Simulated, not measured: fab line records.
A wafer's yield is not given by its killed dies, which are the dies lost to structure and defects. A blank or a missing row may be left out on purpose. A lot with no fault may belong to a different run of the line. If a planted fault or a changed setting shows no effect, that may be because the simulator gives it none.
Problem report in the 8D (eight disciplines) form, filled by code | flow n5 finfet | the parts of the form that need people (team, actions taken, sign-off) are left out

## 1. THE PROBLEM
Wafers with no fault read 4 with a standard deviation of 3.1, whereas killed at other at N5_PASSIVATION_PROBE_49 reads a mean of 27 on 1 wafer of 1 lot. That puts it +7.4 standard deviations away from the usual mean.
First seen on wafer L266.4, day 15 20:10, on prober-02. Wafers with a number at this step in the record: 29, from 10 lots. Rule for "out" (also "out of limits"): further than 4 standard deviations from the usual mean. Any other wafer with a number is counted as sound.

## 2. WHAT IT IS, WHAT IT ISN'T
question                    | is                | is not
which readings at this step | killed at other   | defect limited yield, killed_at_M0_to_M3, killed_at_M4_up, killed at contacts, killed at front end, killed dies, killed open, killed short, sort_bin_5_function, sort_bin_6_memory, sort n pass, sort yield pct
which lots                  | L266              | L253, L254, L255, L256, L257, L265, L272, L273, L275
which wafers of those lots  | L266.4            | L266.2, L266.6
read on which tools         | prober-02         | prober-01
when                        | from day 15 20:10 | up to then (19 sound wafers); but 9 sound wafers of L266, L272, L273, L275 came after

## 3. WHAT RULES OUT EACH SUSPECT
Counting: if a tool at a process step up to the reading ran every lot that is out, it stays a suspect. Sound lots after the first of them don't rule it out here, since some wafers of a struck lot are sound.
- rie diel-04 at N5_MIM_BOT_ETCH_STRIP_01 (strips in O2): kept. It processed L266, the lot that is out, at day 15 09:41, and its most recent sound lot before then was L256 at day 12 12:25.
- rie diel-05 at N5_PASSIVATION_ETCH_15 (etches SiCN in CF4/N2, target depth 75 nm, time 81.2 s): kept. It processed L266, the lot that is out, at day 15 13:58, and its most recent sound lot before then was L265 at day 15 03:46. With no start given for some of its lots, N5_PASSIVATION_ETCH_15 uses the hours and lot order of N5_PASSIVATION_AL_DEP_21.
- pvd sputter-01 at N5_PASSIVATION_AL_DEP_21 (deposits Al, target thk 2800 nm, time 170 s): kept. It processed L266, the lot that is out, at day 15 13:58, and its most recent sound lot before then was L257 at day 12 15:33.
- prober-02 at N5_PASSIVATION_PROBE_49: kept. It processed L266, the lot that is out, at day 15 20:04, and its most recent sound lot before then was L257 at day 12 22:50. Its own killed at other readings are out on those wafers.
- In rie diel-04 at N5_MIM_BOT_ETCH_STRIP_01, the wafers that are out were processed in chamber 3 and their sound lot-mates in chambers 0, 2.
- In rie diel-05 at N5_PASSIVATION_ETCH_15, the wafers that are out were processed in chamber 1 and their sound lot-mates in chambers 2, 3.
Left after counting: rie diel-04 at N5_MIM_BOT_ETCH_STRIP_01, rie diel-05 at N5_PASSIVATION_ETCH_15, pvd sputter-01 at N5_PASSIVATION_AL_DEP_21, prober-02 at N5_PASSIVATION_PROBE_49.

## 4. THE CAUSE (what the simulator had put in)
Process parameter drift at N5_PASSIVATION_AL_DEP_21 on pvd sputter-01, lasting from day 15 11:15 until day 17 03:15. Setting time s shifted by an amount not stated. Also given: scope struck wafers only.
This tool is one of the 4 suspects left after counting.

## 5. THE EFFECT CHAIN, in route order
Rows list readings where the struck wafers' mean (over those with a number) sits beyond 3 standard deviations from the usual. Only readings for which the record gives a usual standard deviation are gone through. hours: the time from each lot's start at the first step in this table that gives one to its start at this step, as a median over the lots. sigmas: the change in usual standard deviations.
hours | step                    | reading         | usual | on struck wafers | change | sigmas
0     | N5_PASSIVATION_PROBE_49 | killed at other | 4     | 27               | +23    | +7.4
The process steps in it:
- N5_PASSIVATION_PROBE_49

## 6. HOW IT WOULD HAVE BEEN CAUGHT EARLIER
In this record the first reading out of limits was taken at day 15 20:10, 9 hours after the fault began at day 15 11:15.
An alarm limit of 4 standard deviations would not have fired on the tool readings at N5_PASSIVATION_AL_DEP_21 for which the record gives a usual standard deviation, since none of them was out on any struck wafer.
Lots out: 1; all had begun N5_PASSIVATION_AL_DEP_21 on pvd sputter-01 by day 15 20:10. Tool hold at that time: it would have spared none of them.
